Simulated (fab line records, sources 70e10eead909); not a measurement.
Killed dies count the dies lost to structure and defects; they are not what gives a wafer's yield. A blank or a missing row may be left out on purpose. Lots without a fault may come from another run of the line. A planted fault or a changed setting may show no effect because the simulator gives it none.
Matching of chambers ; flow nand harc ; pecvd-01 running NHARC_A_STAIRCASE_DEP_280: 3 sister chambers
The step deposits SiON, target thk 30 nm. 3 wafers are shown with their chamber, then 9 later ones without.

## EACH WAFER AND ITS CHAMBER
wafer;chamber;heater power w (W)
L085.3;0;667
L091.3;2;769
L091.6;1;772

## WAFERS WITHOUT THEIR CHAMBER
wafer;heater power w (W)
L092.1;874
L092.4;860
L092.5;733
L093.4;770
L093.5;778
L093.6;870
L096.4;879
L096.5;885
L096.6;890

## THE CHAMBER EACH PASSED THROUGH
wafer;from the rows above;in truth
L092.1;can't be placed: 1 or 2 or 0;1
L092.4;can't be placed: 1 or 2 or 0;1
L092.5;can't be placed: 2 or 1 or 0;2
L093.4;can't be placed: 2 or 1 or 0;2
L093.5;can't be placed: 1 or 2 or 0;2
L093.6;can't be placed: 1 or 2 or 0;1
L096.4;can't be placed: 1 or 2 or 0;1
L096.5;can't be placed: 1 or 2 or 0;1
L096.6;can't be placed: 1 or 2 or 0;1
Correctly placed: 0 of 9. From these rows, 9 cannot be placed; in 9 the true chamber is one of the candidates. Number placed wrongly: 0.
How it was worked out, from the rows above alone: a wafer's distance from a chamber is the root of the sum, over the readings, of the square of ((its reading less the chamber's mean) divided by the reading's scatter). If the next closest chamber is less than 2 further off than the closest, the wafer can't be placed; otherwise it belongs to the closest. Each chamber's mean is taken over the wafers shown for it. The scatter (one wafer shown for each chamber): square how far every hidden wafer sits from the nearest shown wafer, average those squares and take the square root.
